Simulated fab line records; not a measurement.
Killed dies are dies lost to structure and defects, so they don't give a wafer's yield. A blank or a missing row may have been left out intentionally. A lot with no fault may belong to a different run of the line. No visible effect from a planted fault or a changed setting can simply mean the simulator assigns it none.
Lot-split experiment    flow n5Finfet    7 lots, 21 wafers read, on a route of 1938 steps

== THE SPLIT ITSELF ==
At N5_BEOL_M4_TRENCH_ETCH_37 (etches SiOC in C4F6/O2, target depth 55.555 nm, time 29.2 s), the setting timeS was moved away from the recipe's 29.2 s on 9 of the 21 wafers read, by -19.8% to +18.9%. This setting was run at the recipe's value on the other wafers.

== FROM THE SPLIT TO THE READING: what the file shows between them, 2 steps ==
- N5_BEOL_M4_ETCH_41: etches SiCN in CH3F/O2, target depth 29.9 nm, time 52.5 s
- N5_BEOL_M4_STRIP_97: strips in N2/H2, time 10 s

== THE READING ==
trenchDepthNm, in nm, at N5_BEOL_M4_OCD_MEAS_38. Typical for fault-free wafers on this fab line: 55.5 nm, with standard deviation 1 nm.

wafer   tool, chamber at the split  timeS as run, s  against the recipe  trenchDepthNm, nm  against lot-mates on the recipe
L075.2  rieDiel-01, 2               33.97            +16.3%              63.2               +6.4
L075.5  rieDiel-01, 2               33.97            +16.3%              63.7               +6.9
L075.6  rieDiel-01, 3               29.2             recipe              56.8               -
L080.1  rieDiel-01, 2               29.2             recipe              55.0               -
L080.2  rieDiel-01, 1               29.2             recipe              56.3               -
L080.3  rieDiel-01, 0               29.2             recipe              56.8               -
L083.1  rieDiel-02, 0               23.42            -19.8%              44.6               -10.1
L083.4  rieDiel-02, 1               29.2             recipe              54.2               -
L083.6  rieDiel-02, 2               29.2             recipe              55.1               -
L087.2  rieDiel-01, 2               29.2             recipe              54.2               -
L087.3  rieDiel-01, 1               31.52            +7.9%               59.5               +4.3
L087.4  rieDiel-01, 0               29.2             recipe              56.1               -
L088.1  rieDiel-02, 1               29.2             recipe              54.8               -
L088.4  rieDiel-02, 2               29.2             recipe              55.3               -
L088.5  rieDiel-02, 1               25.22            -13.6%              47.0               -8.0
L086.2  rieDiel-06, 1               29.2             recipe              56.2               -
L086.3  rieDiel-06, 3               34.72            +18.9%              64.4               +8.2
L086.4  rieDiel-06, 0               34.72            +18.9%              67.9               +11.7
L096.2  rieDiel-01, 3               30.95            +6.0%               59.8               +3.5
L096.4  rieDiel-01, 0               30.95            +6.0%               59.5               +3.2
L096.6  rieDiel-01, 3               29.2             recipe              56.3               -

FIT RESULTS
A straight line over all 21 wafers: trenchDepthNm changes by +0.549 nm for each +1% of timeS; r = +0.98; the points scatter about the line by 1.1 nm.
The same after taking each lot's own level away (the mean of its wafers on the recipe; 21 wafers): +0.501 nm for each +1%; r = +0.98; scatter 0.95 nm.
The reading moves by 9.9 nm for the largest change in timeS, on that fit.
Across the lots, their own levels run from 54.65 to 56.80 nm, a range of 2.1 times the standard deviation given above.
The two slopes agree, so the slope changes little with the lot-to-lot level.
Check: -10 nm against its lot-mates is what the line predicts for one of the wafers moved furthest among these (-19.8%) when that wafer is left out of the fit. It came out at -10.1 nm against them.

== THE WHOLE CHAIN: every reading that the file lists as answering this split, in the file's order ==
step                       what it does                                                 reading                                                                  change (the file's fit)                r (the file's)
N5_BEOL_M4_TRENCH_ETCH_37  etches SiOC in C4F6/O2, target depth 55.555 nm, time 29.2 s  BEOL_M4.featureDepthNm (the simulator's own value, which no gauge read)  +0.523 nm for each +1% of the setting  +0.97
N5_BEOL_M4_TRENCH_ETCH_37  etches SiOC in C4F6/O2, target depth 55.555 nm, time 29.2 s  etch.depthNm (the simulator's own value, which no gauge read)            +0.521 nm for each +1% of the setting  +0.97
N5_BEOL_M4_OCD_MEAS_38                                                                  trenchDepthNm                                                            +0.509 nm for each +1% of the setting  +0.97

== FILE'S OWN FIT ==
trenchDepthNm changes by +0.509 nm for each +1% of timeS, r = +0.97.
